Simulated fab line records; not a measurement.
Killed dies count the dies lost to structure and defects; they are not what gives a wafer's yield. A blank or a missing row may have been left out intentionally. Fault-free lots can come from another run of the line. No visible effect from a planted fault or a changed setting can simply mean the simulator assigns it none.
Split-lot experiment + flow n5-finfet + route with 1938 steps; 7 lots, 21 wafers read

== SPLIT DETAILS ==
At N5_SD_EPI_N_COAT_33 (time 60 s, resist thk 35 nm), the setting spin-rpm was moved away from the recipe's 1500 rpm on 4 of the 21 wafers read, by -7.9% to +4.4%. All remaining wafers had this setting at the recipe value.

== FROM THE SPLIT TO THE READING: what the file shows between them, 3 steps ==
- N5_SD_EPI_N_COAT_03: resist thk 150 nm
- N5_SD_EPI_N_EBR_05
- N5_SD_EPI_N_DESCUM_14: chemistry O2, time 7.9 s

== THE READING ==
etch.depth-nm (the simulator's own value, which no gauge read), in nm, at N5_SD_EPI_N_ETCH_34 (etches SiARC in CF4, target depth 45.5 nm, time 75.8 s). The file does not state a usual value for it. Average 35.00 nm, standard deviation 0.091 nm, over the 17 wafers here run with the recipe.

| wafer  | tool, chamber at the split | spin-rpm as run, rpm | against the recipe | etch.depth-nm, nm | against lot-mates on the recipe |
|--------|----------------------------|----------------------|--------------------|-------------------|---------------------------------|
| L078.1 | litho-track-05, 0          | 1500                 | recipe             | 34.98             | -                               |
| L078.3 | litho-track-05, 0          | 1500                 | recipe             | 35.03             | -                               |
| L078.5 | litho-track-05, 0          | 1500                 | recipe             | 34.94             | -                               |
| L080.2 | litho-track-04, 0          | 1500                 | recipe             | 34.98             | -                               |
| L080.3 | litho-track-04, 0          | 1500                 | recipe             | 35.12             | -                               |
| L080.4 | litho-track-04, 0          | 1566                 | +4.4%              | 34.29             | -0.76                           |
| L082.3 | litho-track-05, 0          | 1500                 | recipe             | 35.04             | -                               |
| L082.5 | litho-track-05, 0          | 1500                 | recipe             | 34.99             | -                               |
| L082.6 | litho-track-05, 0          | 1500                 | recipe             | 34.84             | -                               |
| L085.1 | litho-track-02, 0          | 1500                 | recipe             | 34.88             | -                               |
| L085.5 | litho-track-02, 0          | 1500                 | recipe             | 34.96             | -                               |
| L085.6 | litho-track-02, 0          | 1500                 | recipe             | 35.12             | -                               |
| L089.3 | litho-track-04, 0          | 1500                 | recipe             | 35.05             | -                               |
| L089.5 | litho-track-04, 0          | 1452                 | -3.2%              | 35.68             | +0.65                           |
| L089.6 | litho-track-04, 0          | 1500                 | recipe             | 35.02             | -                               |
| L092.2 | litho-track-02, 0          | 1381                 | -7.9%              | 36.29             | +1.46                           |
| L092.5 | litho-track-02, 0          | 1381                 | -7.9%              | 36.4              | +1.57                           |
| L092.6 | litho-track-02, 0          | 1500                 | recipe             | 34.83             | -                               |
| L094.1 | litho-track-05, 0          | 1500                 | recipe             | 35.08             | -                               |
| L094.3 | litho-track-05, 0          | 1500                 | recipe             | 35.16             | -                               |
| L094.4 | litho-track-05, 0          | 1500                 | recipe             | 35.03             | -                               |

FIT RESULTS
A straight line over all 21 wafers: etch.depth-nm changes by -0.17 nm for each +1% of spin-rpm; r = -0.98; the points scatter about the line by 0.093 nm.
The same after taking each lot's own level away (the mean of its wafers on the recipe; 21 wafers): -0.189 nm for each +1%; r = -0.99; scatter 0.068 nm.
On that fit, the largest move of spin-rpm shifts the reading by 1.5 nm.
The span of the lots' own levels, 34.830 to 35.090 nm, comes to 2.8 times the standard deviation stated above.
The two slopes are in agreement: the lot-to-lot level therefore moves the slope only a little.
Check: with one of the wafers moved furthest among these (-7.9%) left out of the fit, the line predicts +1.53 nm for it against its lot-mates. It came out at +1.46 nm against them.

== OTHER SPLITS APPLIED TO THESE WAFERS ==
Note: prior to the reading, these wafers also went through further splits. Each is held against what the fit with the lots' levels taken away leaves over:
| other split on the same wafers          | wafers away from the commonest value | r with etch.depth-nm (lot level and that fit taken away) |
|-----------------------------------------|--------------------------------------|----------------------------------------------------------|
| N5_ZERO_LAYER_COAT_05 spin-rpm          | 9                                    | -0.05                                                    |
| N5_ZERO_LAYER_DEVELOP_10 develop-time-s | 10                                   | -0.08                                                    |
| N5_FIN_SAQP_ETCH_65 time-s              | 2                                    | +0.42                                                    |
| N5_SD_EPI_N_COAT_32 spin-rpm            | 6                                    | +0.20                                                    |

== THE WHOLE CHAIN: every reading that the file lists as answering this split, in the file's order ==
| step                | what it does                                           | reading                                                                           | change (the file's fit)               | r (the file's) |
|---------------------|--------------------------------------------------------|-----------------------------------------------------------------------------------|---------------------------------------|----------------|
| N5_SD_EPI_N_COAT_33 | time 60 s, resist thk 35 nm                            | SiARC_of_SD_EPI_N_COAT_33.thk-nm (the simulator's own value, which no gauge read) | -0.192 nm for each +1% of the setting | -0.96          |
| N5_SD_EPI_N_ETCH_34 | etches SiARC in CF4, target depth 45.5 nm, time 75.8 s | etch.depth-nm (the simulator's own value, which no gauge read)                    | -0.189 nm for each +1% of the setting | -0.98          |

== FILE'S OWN FIT ==
etch.depth-nm changes by -0.189 nm for each +1% of spin-rpm, r = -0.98.
